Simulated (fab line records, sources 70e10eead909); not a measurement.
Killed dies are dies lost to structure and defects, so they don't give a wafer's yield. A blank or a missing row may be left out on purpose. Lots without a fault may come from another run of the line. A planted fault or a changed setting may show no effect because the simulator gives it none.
fab line records | flow nand_harc
record lots=6 wafers=18 last_day=24
route steps=1159 shown A_CONTACT@849 END@1159
lots that met no fault: from a run of the same line without faults
start_h: hours from the record's first day to the start of the lot's first wafer shown | wait_h: hours since the lot's step before | " the same as in the row above | L1.1+2: a row that stands for several wafers | - no value, or no start given | * or withheld: withheld | < > ~ a bound
route shown NAME@n: a module of which the file shows steps, and the number in the route of the first | usual: mean/standard deviation of fault-free wafers | same: alike in all rows | chamber/n: place in a boat | sites: the reading at each site | _std_site: their standard deviation | _edge_site: outer sites' mean less inner sites' | radius_mm: how far each site lies from the wafer's centre | mask NAME#n: copy n | behind: the tool/chamber that last shaped the wafer | hold: why the lot was held/for how many hours/how that ended | device: the transistor (n, p or np) that didn't switch | end of line: the same wafers' tests at the end of the route | a step without rows: its recipe alone | killed: dies lost to structure and defects at the first sort, not the wafer's yield | map: a wafer's dies, x killed, . not, _ none there
set.NAME: the setting as run; set.NAME@STEP: as run at that earlier step | model.NAME: the simulator's own value behind a step, which no gauge read
lots at some steps of the route; a table a step, a row a wafer
services: from which hour (start_h, from the record's first day; less than 0 if before it) a tool's chamber was out of use, for how many hours, and why
## steps
# step NHARC_A_CONTACT_SOFTBAKE_37
# recipe temp_c=105 time_s=55
# step NHARC_A_CONTACT_EBR_38
# step NHARC_A_CONTACT_EXPOSE_39
# recipe na=1.35 sigma_outer=0.8 dose_mj=58.79 mask_id=A_CC_3
# step NHARC_A_CONTACT_PEB_40
# recipe peb_temp_c=100 peb_time_s=65
# step NHARC_A_CONTACT_DEVELOP_41
# recipe develop_time_s=35 dev_temp_c=23
# step NHARC_A_CONTACT_CD_MEAS_42
# recipe target_cd_nm=200 landing_energy_ev=500
# usual cd_nm=200.2/0.49
# columns lot.wafer tool chamber start_h wait_h cd_nm
L153.3 cd_sem-03 0 376.38 - 199.7
L153.4 " 0 " " 199.6
L153.6 " 0 " " 199.6
L159.1 cd_sem-02 0 419.33 - 200.2
L159.5 " 0 " " 200.7
L159.6 " 0 " " 200.9
L166.1 cd_sem-02 0 463.30 - 200.2
L166.3 " 0 " " 199.6
L166.4 " 0 " " 199.7
L164.3 cd_sem-01 0 464.67 - 199.7
L164.4 " 0 " " 199.5
L164.6 " 0 " " 199.7
L168.2 cd_sem-01 0 474.52 - 199.1
L168.5 " 0 " " 199.8
L168.6 " 0 " " 199.4
L170.4 cd_sem-01 0 491.47 - 200.8
L170.5 " 0 " " 199.6
L170.6 " 0 " " 199.9
# step NHARC_A_CONTACT_OVL_MEAS_43
# usual overlay_x_nm=0.2/0.89 overlay_y_nm=0.0/0.99
# columns lot.wafer tool chamber start_h wait_h overlay_x_nm overlay_y_nm
L153.3 overlay-01 - 376.47 - -0.3 1.5
L153.4 " - " " -0.2 1.2
L153.6 " - " " -0.1 1.1
L159.1 overlay-02 - 419.42 - -0.6 -0.4
L159.5 " - " " 0.1 -0.6
L159.6 " - " " -0.2 0.0
L166.1 overlay-02 - 463.39 - 0.9 -0.6
L166.3 " - " " 0.8 -0.2
L166.4 " - " " 1.1 -0.4
L164.3 overlay-01 - 464.75 - -0.8 1.4
L164.4 " - " " -0.7 1.4
L164.6 " - " " -0.9 0.9
L168.2 overlay-02 - 474.60 - -0.5 0.3
L168.5 " - " " -0.7 0.6
L168.6 " - " " -0.5 0.2
L170.4 overlay-01 - 491.55 - -0.8 0.3
L170.5 " - " " -0.5 1.3
L170.6 " - " " -0.8 1.1
# step NHARC_A_CONTACT_INSPECT_44
# usual raw_defect_count=27/13
# columns lot.wafer tool chamber start_h wait_h raw_defect_count
L153.3 defect_inspect-01 - 376.50 0.0 16
L153.4 " - " " 22
L153.6 " - " " 17
L159.1 defect_inspect-01 - 419.45 0.0 20
L159.5 " - " " 27
L159.6 " - " " 19
L166.1 defect_inspect-01 - 463.42 0.0 42
L166.3 " - " " 30
L166.4 " - " " 40
L164.3 defect_inspect-01 - 464.79 0.0 29
L164.4 " - " " 31
L164.6 " - " " 29
L168.2 defect_inspect-01 - 474.64 0.0 54
L168.5 " - " " 51
L168.6 " - " " 56
L170.4 defect_inspect-01 - 491.58 0.0 57
L170.5 " - " " 44
L170.6 " - " " 53
# step NHARC_A_CONTACT_DESCUM_47
# recipe time_s=3 o2_flow_sccm=200 ar_flow_sccm=0 bias_power_w=0 chemistry=O2
# usual drypump_motor_current_A=5.9/0.55 mfc_ar_sccm=0.014/0.012 oes_product_au=1.000/0.01 rf_vpp_V=57.7/0.79 showerhead_plenum_p_Torr=1.91/0.075 throttle_valve_pct=11.312/0.0089
# columns lot.wafer tool chamber start_h wait_h drypump_motor_current_A mfc_ar_sccm oes_product_au rf_hours_counter_h rf_vpp_V showerhead_plenum_p_Torr throttle_valve_pct
L153.3 rie_diel-01 3 376.58 0.1 6.2 0.006 0.985 11 56.3 1.85 11.308
L153.4 " 0 " " 5.7 0 1.005 12 57.1 1.89 11.314
L153.6 " 2 " " 5.1 0 1.015 - 56.9 1.85 11.318
L159.1 rie_diel-02 2 419.51 0.1 5.4 0.006 1.015 34 57.5 2.07 11.328
L159.5 " 2 " " 5.4 0.006 1.019 - 57.8 2.07 11.323
L159.6 " 3 " " 6.1 0.024 0.999 - 57.1 1.98 11.305
L166.1 rie_diel-12 1 463.49 0.1 5.4 0.019 1.023 26 57.1 1.94 11.308
L166.4 " 2 " " 5.6 0 0.993 26 58.0 1.81 11.300
L166.3 " 3 " " 5.8 0.016 1.009 26 57.8 1.84 11.304
L164.3 rie_diel-01 1 464.85 0.1 5.4 0.013 0.989 29 58.6 1.99 11.306
L164.4 " 3 " " 6.2 0.006 0.993 29 57.5 1.85 11.310
L164.6 " 2 " " 5.1 0 1.009 - 56.8 1.85 11.308
L168.2 rie_diel-01 3 474.73 0.1 6.2 0.006 0.992 31 58.3 1.85 11.317
L168.5 " 0 " " 5.7 0 1.016 - 57.8 1.89 11.327
L168.6 " 1 " " 5.4 0.013 0.996 - 57.1 1.99 11.304
L170.5 rie_diel-01 0 491.68 0.1 5.6 0 1.002 - 57.5 1.89 11.299
L170.4 " 1 " " 5.4 0.013 0.989 - 58.4 1.99 11.296
L170.6 " 3 " " 6.2 0.006 0.990 - 57.1 1.85 11.305
# step NHARC_A_CONTACT_ETCH_48
# recipe target_depth_a=390 over_etch_frac=0.3 time_s=65 ion_energy_ev=80 cf4_flow_sccm=150 ar_flow_sccm=0 rf_w=300 bias_w=100 chemistry=CF4
# usual drypump_motor_current_A=5.9/0.55 mfc_ar_sccm=0.014/0.012 oes_product_au=0.999/0.0095 rf_vpp_V=151.3/1.1 run_length_s=86.4/0.6 showerhead_plenum_p_Torr=1.77/0.065 throttle_valve_pct=13.284/0.0095
# columns lot.wafer tool chamber start_h wait_h drypump_motor_current_A mfc_ar_sccm oes_product_au rf_hours_counter_h rf_vpp_V run_length_s showerhead_plenum_p_Torr throttle_valve_pct
L153.4 rie_diel-01 2 376.65 0.1 5.1 0 1.015 10 150.9 86.3 1.71 13.286
L153.3 " 3 " " 6.2 0.006 0.981 11 150.5 85.4 1.72 13.285
L153.6 " 3 " " 6.2 0.006 0.989 - 151.7 85.2 1.72 13.266
L159.1 rie_diel-02 0 419.62 0.1 6.6 0.024 0.996 29 150.8 87.0 1.72 13.292
L159.5 " 1 " " 6.7 0.035 1.012 - 149.8 86.7 1.73 13.292
L159.6 " 2 " " 5.4 0.006 1.011 - 153.3 86.4 1.90 13.277
L166.4 rie_diel-12 3 463.57 0.1 5.9 0.016 0.996 26 151.5 85.4 1.70 13.273
L166.3 " 1 " " 5.4 0.019 1.017 26 150.9 87.3 1.79 13.286
L166.1 " 2 " " 5.6 0 0.994 26 150.1 86.1 1.68 13.302
L164.3 rie_diel-01 1 464.95 0.1 5.4 0.013 1.004 29 150.7 86.1 1.84 13.284
L164.4 " 2 " " 5.1 0 1.007 28 150.9 86.5 1.71 13.298
L164.6 " 0 " " 5.7 0 1.003 - 150.8 86.9 1.75 13.299
L168.2 rie_diel-01 2 474.80 0.1 5.1 0 1.011 30 151.7 86.2 1.71 13.278
L168.6 " 3 " " 6.2 0.006 0.992 - 151.0 85.4 1.71 13.282
L168.5 " 0 " " 5.7 0 1.005 - 150.8 87.3 1.75 13.264
L170.4 rie_diel-01 1 491.77 0.1 5.4 0.013 0.984 - 152.3 85.6 1.83 13.289
L170.5 " 3 " " 6.2 0.006 0.999 - 149.2 85.6 1.71 13.289
L170.6 " 0 " " 5.7 0 1.000 - 152.1 87.4 1.75 13.296
# step NHARC_A_CONTACT_ETCH_49
# recipe target_depth_a=2600 over_etch_frac=0.3 time_s=475.3 ion_energy_ev=200 n2_flow_sccm=150 h2_flow_sccm=150 ar_flow_sccm=0 rf_w=400 bias_w=150 chemistry=N2/H2
# usual drypump_motor_current_A=5.9/0.54 mfc_ar_sccm=0.014/0.012 n2_flow_sccm=150.1/0.47 oes_product_au=0.999/0.0091 rf_vpp_V=430.6/2.5 run_length_s=496.7/0.58 showerhead_plenum_p_Torr=2.04/0.084 throttle_valve_pct=14.171/0.0087
# columns lot.wafer tool chamber start_h wait_h drypump_motor_current_A mfc_ar_sccm n2_flow_sccm oes_product_au rf_hours_counter_h rf_vpp_V run_length_s showerhead_plenum_p_Torr throttle_valve_pct
L153.3 rie_diel-01 2 - - 5.1 0 149.5 1.020 11 428.2 496.5 1.97 14.165
L153.4 " 0 " " 5.7 0 150.7 1.002 12 430.5 497.2 2.02 14.165
L153.6 " 1 " " 5.4 0.013 150.2 1.001 - 433.1 496.0 2.13 14.173
L159.1 rie_diel-02 3 - - 6.1 0.024 150.7 0.991 33 432.7 497.2 2.11 14.159
L159.6 " 2 " " 5.4 0.006 148.9 1.023 - 434.9 496.3 2.21 14.174
L159.5 " 3 " " 6.1 0.024 149.8 1.001 - 432.3 497.4 2.11 14.172
L166.1 rie_diel-12 0 - - 6.7 0.030 150.2 0.996 11 428.8 497.0 1.99 14.162
L166.4 " 1 " " 5.4 0.019 150.1 1.015 26 432.2 497.3 2.06 14.172
L166.3 " 2 " " 5.6 0 150.2 0.990 26 427.2 496.3 1.92 14.164
L164.4 rie_diel-01 2 - - 5.1 0 150.4 1.018 28 428.7 496.9 1.96 14.173
L164.3 " 3 " " 6.2 0.006 150.2 0.984 29 429.3 495.7 1.97 14.167
L164.6 " 2 " " 5.1 0 149.5 1.001 - 427.4 496.6 1.96 14.171
L168.2 rie_diel-01 1 - - 5.4 0.013 149.1 0.999 31 432.2 495.9 2.12 14.182
L168.5 " 0 " " 5.7 0 149.6 1.017 - 428.7 497.1 2.01 14.175
L168.6 " 1 " " 5.4 0.013 149.0 0.998 - 434.5 495.8 2.12 14.183
L170.4 rie_diel-01 1 - - 5.4 0.013 149.6 0.994 - 434.0 496.2 2.12 14.159
L170.5 " 3 " " 6.2 0.006 150.2 0.991 - 429.0 495.9 1.97 14.172
L170.6 " 0 " " 5.6 0 150.2 1.000 - 429.1 497.3 2.01 14.167
# step NHARC_A_CONTACT_ETCH_50
# recipe target_depth_a=847 time_s=42.4 cf4_flow_sccm=100 chf3_flow_sccm=30 ar_flow_sccm=0 rf_w=500 bias_w=200 chemistry=CF4/CHF3
# usual drypump_motor_current_A=5.9/0.56 mfc_ar_sccm=0.015/0.012 oes_product_au=0.949/0.026 rf_vpp_V=370.5/2.1 run_length_s=63.9/0.55 showerhead_plenum_p_Torr=1.57/0.058 throttle_valve_pct=16.801/0.0088
# columns lot.wafer tool chamber start_h wait_h drypump_motor_current_A mfc_ar_sccm oes_product_au rf_hours_counter_h rf_vpp_V run_length_s showerhead_plenum_p_Torr throttle_valve_pct
L153.4 rie_diel-01 0 - - 5.6 0 0.978 12 370.3 64.4 1.56 16.801
L153.3 " 1 " " 5.4 0.013 0.962 11 373.4 63.0 1.64 16.807
L153.6 " 1 " " 5.4 0.013 0.958 - 371.3 62.9 1.64 16.803
L159.1 rie_diel-02 0 - - 6.6 0.024 0.956 29 369.9 64.3 1.53 16.796
L159.5 " 0 " " 6.6 0.024 0.961 - 370.4 64.3 1.53 16.804
L159.6 " 1 " " 6.7 0.035 0.987 - 368.3 64.1 1.54 16.807
L166.4 rie_diel-12 0 - - 6.6 0.030 0.930 11 370.9 64.5 1.54 16.805
L166.1 " 1 " " 5.3 0.019 0.934 27 369.3 64.1 1.59 16.813
L166.3 " 3 " " 5.9 0.016 0.929 26 369.4 62.8 1.51 16.814
L164.3 rie_diel-01 1 - - 5.4 0.013 0.956 29 372.7 63.1 1.63 16.804
L164.4 " 2 " " 5.1 0 0.972 28 367.6 63.5 1.52 16.805
L164.6 " 1 " " 5.4 0.013 0.945 - 373.0 63.1 1.63 16.795
L168.2 rie_diel-01 2 - - 5.1 0 0.992 30 370.5 64.3 1.52 16.795
L168.6 " 1 " " 5.4 0.013 0.963 - 373.7 63.1 1.63 16.823
L168.5 " 2 " " 5.1 0 0.990 - 369.3 63.7 1.52 16.781
L170.4 rie_diel-12 1 492.30 - 5.3 0.019 0.948 36 372.4 64.2 1.59 16.803
L170.5 " 0 " " 6.7 0.030 1.005 - 370.9 64.4 1.54 16.811
L170.6 " 1 " " 5.3 0.019 0.936 - 370.6 64.1 1.59 16.795
# step NHARC_A_CONTACT_ETCH_51
# recipe target_depth_a=36000 over_etch_frac=0.3 time_s=936 ion_energy_ev=150 o2_flow_sccm=400 cos_flow_sccm=20 ar_flow_sccm=0 rf_w=500 bias_w=300 chemistry=O2/COS
# usual drypump_motor_current_A=5.9/0.54 mfc_ar_sccm=0.014/0.012 oes_product_au=1.000/0.0094 rf_vpp_V=314.2/1.9 run_length_s=957.4/0.56 showerhead_plenum_p_Torr=3.13/0.12 throttle_valve_pct=28.330/0.0093
# columns lot.wafer tool chamber start_h wait_h drypump_motor_current_A mfc_ar_sccm oes_product_au rf_hours_counter_h rf_vpp_V run_length_s showerhead_plenum_p_Torr throttle_valve_pct
L153.3 rie_diel-01 3 377.16 - 6.2 0.006 0.989 11 313.6 956.4 3.03 28.348
L153.4 " 1 " " 5.4 0.013 0.999 11 315.6 956.7 3.25 28.329
L153.6 " 0 " " 5.7 0 1.001 - 312.5 957.8 3.09 28.333
L159.1 rie_diel-02 1 420.31 - 6.7 0.035 1.006 30 313.6 957.5 3.05 28.343
L159.5 " 2 " " 5.4 0.006 1.005 - 318.1 957.3 3.35 28.349
L159.6 " 3 " " 6.1 0.024 0.988 - 314.2 957.6 3.22 28.344
L166.4 rie_diel-12 1 464.15 - 5.4 0.019 1.007 27 315.1 958.1 3.16 28.342
L166.1 " 2 " " 5.6 0 0.991 26 311.9 957.5 2.96 28.327
L166.3 " 3 " " 5.9 0.016 1.000 27 311.8 956.4 3.00 28.340
L164.4 rie_diel-01 1 465.52 - 5.4 0.013 0.989 29 315.6 701.6 3.24 28.330
L164.3 " 3 " " 6.2 0.006 0.982 29 313.1 701.6 3.02 28.349
L164.6 " 0 " " 5.6 0 0.998 - 314.3 703.2 3.08 28.328
L168.2 rie_diel-01 0 475.37 - 5.6 0 1.010 32 312.5 703.2 3.08 28.333
L168.5 " 3 " " 6.2 0.006 1.000 - 311.4 701.2 3.02 28.348
L168.6 " 0 " " 5.7 0 1.015 - 314.4 703.2 3.08 28.326
L170.4 rie_diel-02 2 492.60 - 5.4 0.006 1.009 62 317.3 957.2 3.34 28.330
L170.6 " 3 " " 6.1 0.024 0.986 - 314.9 957.7 3.21 28.349
L170.5 " 0 " " 6.6 0.024 0.991 - 314.3 958.2 3.02 28.324
# step NHARC_A_CONTACT_ETCH_111
# recipe source_w=withheld pressure_mtorr=20 bias_v=withheld time_s=140 target_depth_a=7000 ar_flow_sccm=withheld c4f8_flow_sccm=withheld o2_flow_sccm=withheld chemistry=C4F8/O2/Ar
# usual run_length_s=141.5/0.39
# columns lot.wafer tool chamber start_h wait_h rf_hours_counter_h run_length_s
L153.4 har_cap_etch-02 0 377.89 - - 141.2
L153.3 " 1 " " - 141.6
L153.6 " 0 " " - 141.4
L159.1 har_cap_etch-03 1 420.78 - 89 141.6
L159.5 " 1 " " - 141.3
L159.6 " 0 " " - 141.6
L166.1 har_cap_etch-02 0 464.74 - 25 141.6
L166.4 " 0 " " - 141.3
L166.3 " 1 " " - 141.8
L164.3 har_cap_etch-03 0 466.18 - - 141.8
L164.4 " 1 " " - 141.7
L164.6 " 1 " " - 141.3
L168.2 har_cap_etch-02 0 475.96 - 28 141.3
L168.5 " 0 " " - 141.3
L168.6 " 1 " " - 142.1
L170.4 har_cap_etch-01 0 493.15 - - 140.7
L170.5 " 1 " " - 141.7
L170.6 " 0 " " - 140.7
# step NHARC_END_SORT_01
# recipe temp_c=25
# usual killed_at_array=27/11 killed_at_other=0.6/1 killed_at_periphery=3.0/2.1 killed_dies=31/12 killed_open=3.2/1.7 killed_short=1.7/1.4
# same gross_dies=677
# columns lot.wafer tool chamber start_h wait_h killed_at_array killed_at_other killed_at_periphery killed_dies killed_open killed_short
L164.3 prober-02 0 541.65 3.1 673 0 4 677 4 1
L164.4 prober-02 0 542.44 3.4 673 0 4 677 3 3
L164.6 prober-02 0 544.04 4.0 674 0 2 676 3 2
L168.2 prober-01 0 550.12 2.8 673 1 1 675 0 0
L168.5 prober-01 0 552.54 3.7 664 2 1 667 4 2
L168.6 prober-01 0 553.34 4.0 668 1 3 672 4 1
# killed by level:class
L164.3 A_CONTACT:area_etch=644 A_CHANNEL_HOLE_D1:chamber_film_flake=16 A_CONTACT:chamber_film_flake=8 P_GATE:chamber_film_flake=2 P_ZERO_WELL:geometric_particle:open=1 P_M0:geometric_particle:open=1 A_CHANNEL_HOLE_D1:geometric_particle:short=1 A_SGD_CUT:geometric_particle:open=1
L164.4 A_CONTACT:area_etch=643 A_CHANNEL_HOLE_D1:chamber_film_flake=17 A_CONTACT:chamber_film_flake=5 P_GATE:chamber_film_flake=3 A_STAIRCASE:chamber_film_flake=2 P_CONTACT:geometric_particle:short=1 A_CHANNEL_FILL_D1:geometric_particle:open=1 A_WL_FILL:geometric_particle:short=1
L164.6 A_CONTACT:area_etch=642 A_CHANNEL_HOLE_D1:chamber_film_flake=16 A_CONTACT:chamber_film_flake=7 A_STAIRCASE:chamber_film_flake=4 P_CONTACT:geometric_particle:open=1 A_CHANNEL_HOLE_D1:geometric_particle:open=1 A_CHANNEL_FILL_D1:geometric_particle:short=1 A_CONTACT:geometric_particle:short=1
L168.2 A_CONTACT:area_etch=626 A_SLIT:chamber_film_flake=21 A_CHANNEL_HOLE_D1:chamber_film_flake=16 A_CONTACT:chamber_film_flake=6 A_STAIRCASE:chamber_film_flake=3 THIN_TSV:chamber_film_flake=1 P_GATE:chamber_film_flake=1 A_CHANNEL_FILL_D1:chamber_film_flake=1
L168.5 A_CONTACT:area_etch=617 A_CHANNEL_HOLE_D1:chamber_film_flake=17 A_SLIT:chamber_film_flake=17 A_CHANNEL_FILL_D1:chamber_film_flake=3 A_CONTACT:chamber_film_flake=3 A_ZERO_WELL:chamber_film_flake=2 P_CONTACT:geometric_particle:open=1 A_ONON_D1:geometric_particle:open=1
L168.6 A_CONTACT:area_etch=621 A_SLIT:chamber_film_flake=23 A_CHANNEL_HOLE_D1:chamber_film_flake=12 A_STAIRCASE:chamber_film_flake=3 A_CONTACT:chamber_film_flake=3 P_CONTACT:geometric_particle:open=2 A_CONTACT:geometric_particle:open=2 P_M0:geometric_particle:short=1
# map L164.3 (x killed, . not)
____________x____________
_________xxxxxxx_________
_______xxxxxxxxxxx_______
______xxxxxxxxxxxxx______
_____xxxxxxxxxxxxxxx_____
____xxxxxxxxxxxxxxxxx____
____xxxxxxxxxxxxxxxxx____
___xxxxxxxxxxxxxxxxxxx___
___xxxxxxxxxxxxxxxxxxx___
__xxxxxxxxxxxxxxxxxxxxx__
__xxxxxxxxxxxxxxxxxxxxx__
_xxxxxxxxxxxxxxxxxxxxxxx_
_xxxxxxxxxxxxxxxxxxxxxxx_
_xxxxxxxxxxxxxxxxxxxxxxx_
_xxxxxxxxxxxxxxxxxxxxxxx_
_xxxxxxxxxxxxxxxxxxxxxxx_
xxxxxxxxxxxxxxxxxxxxxxxxx
xxxxxxxxxxxxxxxxxxxxxxxxx
xxxxxxxxxxxxxxxxxxxxxxxxx
xxxxxxxxxxxxxxxxxxxxxxxxx
xxxxxxxxxxxxxxxxxxxxxxxxx
_xxxxxxxxxxxxxxxxxxxxxxx_
_xxxxxxxxxxxxxxxxxxxxxxx_
_xxxxxxxxxxxxxxxxxxxxxxx_
_xxxxxxxxxxxxxxxxxxxxxxx_
_xxxxxxxxxxxxxxxxxxxxxxx_
__xxxxxxxxxxxxxxxxxxxxx__
__xxxxxxxxxxxxxxxxxxxxx__
___xxxxxxxxxxxxxxxxxxx___
___xxxxxxxxxxxxxxxxxxx___
____xxxxxxxxxxxxxxxxx____
____xxxxxxxxxxxxxxxxx____
_____xxxxxxxxxxxxxxx_____
______xxxxxxxxxxxxx______
_______xxxxxxxxxxx_______
_________xxxxxxx_________
____________x____________
# map L168.2 (x killed, . not)
____________.____________
_________xxxxxxx_________
_______xx.xxxxxxxx_______
______xxxxxxxxxxxxx______
_____xxxxxxxxxxxxxxx_____
____xxxxxxxxxxxxxxxxx____
____xxxxxxxxxxxxxxxxx____
___xxxxxxxxxxxxxxxxxxx___
___xxxxxxxxxxxxxxxxxxx___
__xxxxxxxxxxxxxxxxxxxxx__
__xxxxxxxxxxxxxxxxxxxxx__
_xxxxxxxxxxxxxxxxxxxxxxx_
_xxxxxxxxxxxxxxxxxxxxxxx_
_xxxxxxxxxxxxxxxxxxxxxxx_
_xxxxxxxxxxxxxxxxxxxxxxx_
_xxxxxxxxxxxxxxxxxxxxxxx_
xxxxxxxxxxxxxxxxxxxxxxxxx
xxxxxxxxxxxxxxxxxxxxxxxxx
xxxxxxxxxxxxxxxxxxxxxxxxx
xxxxxxxxxxxxxxxxxxxxxxxxx
xxxxxxxxxxxxxxxxxxxxxxxxx
_xxxxxxxxxxxxxxxxxxxxxxx_
_xxxxxxxxxxxxxxxxxxxxxxx_
_xxxxxxxxxxxxxxxxxxxxxxx_
_xxxxxxxxxxxxxxxxxxxxxxx_
_xxxxxxxxxxxxxxxxxxxxxxx_
__xxxxxxxxxxxxxxxxxxxxx__
__xxxxxxxxxxxxxxxxxxxxx__
___xxxxxxxxxxxxxxxxxxx___
___xxxxxxxxxxxxxxxxxxx___
____xxxxxxxxxxxxxxxxx____
____xxxxxxxxxxxxxxxxx____
_____xxxxxxxxxxxxxxx_____
______xxxxxxxxxxxxx______
_______xxxxxxxxxxx_______
_________xxxxxxx_________
____________x____________
## services
# columns tool chamber start_h hours kind
rie_diel-01 0 372.97 - clean
rie_diel-01 1 372.97 - clean
rie_diel-01 2 372.97 - clean
rie_diel-01 3 372.97 - clean
rie_diel-12 - 379.62 9.0 pm
rie_diel-01 0 397.60 - clean
rie_diel-01 1 397.60 - clean
rie_diel-01 2 397.60 - clean
rie_diel-01 3 397.60 - clean
rie_diel-12 0 412.71 46.5 repair
har_cap_etch-01 - 420.51 0.6 repair
rie_diel-01 0 422.10 - clean
rie_diel-01 1 422.10 - clean
rie_diel-01 2 422.10 - clean
rie_diel-01 3 422.10 - clean
rie_diel-01 1 432.22 3.1 repair
rie_diel-01 0 446.60 - clean
rie_diel-01 1 446.60 - clean
rie_diel-01 2 446.60 - clean
rie_diel-01 3 446.60 - clean
rie_diel-01 0 471.30 - clean
rie_diel-01 1 471.30 - clean
rie_diel-01 2 485.49 7.9 repair
rie_diel-01 - 492.13 9.0 pm
## key
first_sign step=NHARC_A_CONTACT_ETCH_51 reading=run_length_s direction=down sigmas=99+ usual=* struck=*
effect step=NHARC_END_SORT_01 reading=killed_at_array direction=up sigmas=56 usual=27 struck=671
more_kills_born_at NHARC_A_CONTACT_ETCH_51@rie_diel-01=3793
met_at NHARC_A_CONTACT_ETCH_51
struck_wafers L164.3,L164.4,L164.6,L168.2,L168.5,L168.6
later_rows_left_out L164.3,L164.4,L164.6,L168.2,L168.5,L168.6
tester_left_out L164,L168
onset_between 377.16 465.52
fault kind=process_parameter_drift tool=rie_diel-01 chamber=- onset_h=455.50 steps=NHARC_A_CONTACT_ETCH_51 channel=time_s offset=* shape=step end_h=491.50 acts_in=* stated=*
# tester_left_out: of these lots the tester's yield and bins aren't shown, on N5 and GAA mostly nor the transistor test; their killed dies are dies lost to structure and defects alone, not to doping, threshold or leakage, so they don't give the yield
# later_rows_left_out: the simulator's readings of these wafers behind a module that went badly wrong aren't trusted and aren't shown, but for the sort
